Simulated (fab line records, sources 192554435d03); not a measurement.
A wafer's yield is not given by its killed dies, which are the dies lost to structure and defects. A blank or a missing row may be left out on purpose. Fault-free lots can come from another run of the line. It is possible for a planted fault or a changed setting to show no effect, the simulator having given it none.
Split-lot experiment :: flow n5-finfet :: 21 wafers read from 7 lots, route of 1938 steps

## THE SPLIT
At N5_BEOL_M8_TRENCH_ETCH_37 (etches SiCOH lowk in C4F6/O2, target depth 93.478 nm, time 31.2 s), the setting bias-w was moved away from the recipe's 185 W on 4 of the 21 wafers read, by -16.4% to +6.2%. This setting was run at the recipe's value on the other wafers.

The split's own step is where the reading is taken.

## THE READING
rf-vpp-V, in V, at N5_BEOL_M8_TRENCH_ETCH_37 (etches SiCOH lowk in C4F6/O2, target depth 93.478 nm, time 31.2 s). A value of 667 V with a standard deviation of 6.3 V is what fault-free wafers of this fab line usually give.

wafer: L075.2
tool, chamber at the split: rie-diel-06, 1
bias-w as run, W: 196.5
against the recipe: +6.2%
rf-vpp-V, V: 698
against lot-mates on the recipe: +38

wafer: L075.3
tool, chamber at the split: rie-diel-06, 2
bias-w as run, W: 185
against the recipe: recipe
rf-vpp-V, V: 662
against lot-mates on the recipe: -

wafer: L075.5
tool, chamber at the split: rie-diel-06, 0
bias-w as run, W: 185
against the recipe: recipe
rf-vpp-V, V: 657
against lot-mates on the recipe: -

wafer: L077.1
tool, chamber at the split: rie-diel-06, 3
bias-w as run, W: 185
against the recipe: recipe
rf-vpp-V, V: 662
against lot-mates on the recipe: -

wafer: L077.2
tool, chamber at the split: rie-diel-06, 1
bias-w as run, W: 185
against the recipe: recipe
rf-vpp-V, V: 665
against lot-mates on the recipe: -

wafer: L077.3
tool, chamber at the split: rie-diel-06, 2
bias-w as run, W: 154.7
against the recipe: -16.4%
rf-vpp-V, V: 574
against lot-mates on the recipe: -90

wafer: L081.3
tool, chamber at the split: rie-diel-06, 1
bias-w as run, W: 185
against the recipe: recipe
rf-vpp-V, V: 666
against lot-mates on the recipe: -

wafer: L081.5
tool, chamber at the split: rie-diel-06, 2
bias-w as run, W: 185
against the recipe: recipe
rf-vpp-V, V: 661
against lot-mates on the recipe: -

wafer: L081.6
tool, chamber at the split: rie-diel-06, 0
bias-w as run, W: 185
against the recipe: recipe
rf-vpp-V, V: 657
against lot-mates on the recipe: -

wafer: L085.1
tool, chamber at the split: rie-diel-05, 2
bias-w as run, W: 185
against the recipe: recipe
rf-vpp-V, V: 665
against lot-mates on the recipe: -

wafer: L085.3
tool, chamber at the split: rie-diel-05, 1
bias-w as run, W: 185
against the recipe: recipe
rf-vpp-V, V: 675
against lot-mates on the recipe: -

wafer: L085.4
tool, chamber at the split: rie-diel-05, 0
bias-w as run, W: 165.8
against the recipe: -10.4%
rf-vpp-V, V: 611
against lot-mates on the recipe: -59

wafer: L090.2
tool, chamber at the split: rie-diel-06, 3
bias-w as run, W: 185
against the recipe: recipe
rf-vpp-V, V: 673
against lot-mates on the recipe: -

wafer: L090.4
tool, chamber at the split: rie-diel-06, 3
bias-w as run, W: 185
against the recipe: recipe
rf-vpp-V, V: 674
against lot-mates on the recipe: -

wafer: L090.6
tool, chamber at the split: rie-diel-06, 0
bias-w as run, W: 185
against the recipe: recipe
rf-vpp-V, V: 656
against lot-mates on the recipe: -

wafer: L092.1
tool, chamber at the split: rie-diel-04, 1
bias-w as run, W: 185
against the recipe: recipe
rf-vpp-V, V: 667
against lot-mates on the recipe: -

wafer: L092.4
tool, chamber at the split: rie-diel-04, 3
bias-w as run, W: 185
against the recipe: recipe
rf-vpp-V, V: 670
against lot-mates on the recipe: -

wafer: L092.6
tool, chamber at the split: rie-diel-04, 3
bias-w as run, W: 160.8
against the recipe: -13.1%
rf-vpp-V, V: 599
against lot-mates on the recipe: -70

wafer: L097.1
tool, chamber at the split: rie-diel-05, 1
bias-w as run, W: 185
against the recipe: recipe
rf-vpp-V, V: 675
against lot-mates on the recipe: -

wafer: L097.2
tool, chamber at the split: rie-diel-05, 2
bias-w as run, W: 185
against the recipe: recipe
rf-vpp-V, V: 665
against lot-mates on the recipe: -

wafer: L097.3
tool, chamber at the split: rie-diel-05, 3
bias-w as run, W: 185
against the recipe: recipe
rf-vpp-V, V: 668
against lot-mates on the recipe: -

THE FIT
A straight line over all 21 wafers: rf-vpp-V changes by +5.37 V for each +1% of bias-w; r = +0.98; the points scatter about the line by 5.8 V.
The same after taking each lot's own level away (the mean of its wafers on the recipe; 21 wafers): +5.53 V for each +1%; r = +0.99; scatter 4.6 V.
On that fit, the largest move of bias-w shifts the reading by 91 V.
The lots' own levels span 659.5 to 670.0 V, that is 1.7 times the standard deviation above.
Hence the lot-to-lot level has little effect on the slope; both slopes agree.
Check: for one of the wafers moved furthest among these (-16.4%), held out of the fit, the line's prediction against its lot-mates is -90.8 V. It came out at -89.5 V against them.
Tool readings at the split's step, against how far the setting was moved: rf-vpp-V r = +0.98.

## OTHER SPLITS ON THESE WAFERS
These wafers also went through other splits before the reading. Each is held against what the fit with the lots' levels taken away leaves over:
other split on the same wafers: N5_BEOL_M7_TRENCH_ETCH_37 bias-w
wafers away from the commonest value: 6
r with rf-vpp-V (lot level and that fit taken away): -0.19

other split on the same wafers: N5_BEOL_M8_DESCUM_33 time-s
wafers away from the commonest value: 9
r with rf-vpp-V (lot level and that fit taken away): -0.05

## FILE'S OWN FIT
rf-vpp-V changes by +5.52 V for each +1% of bias-w, r = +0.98.
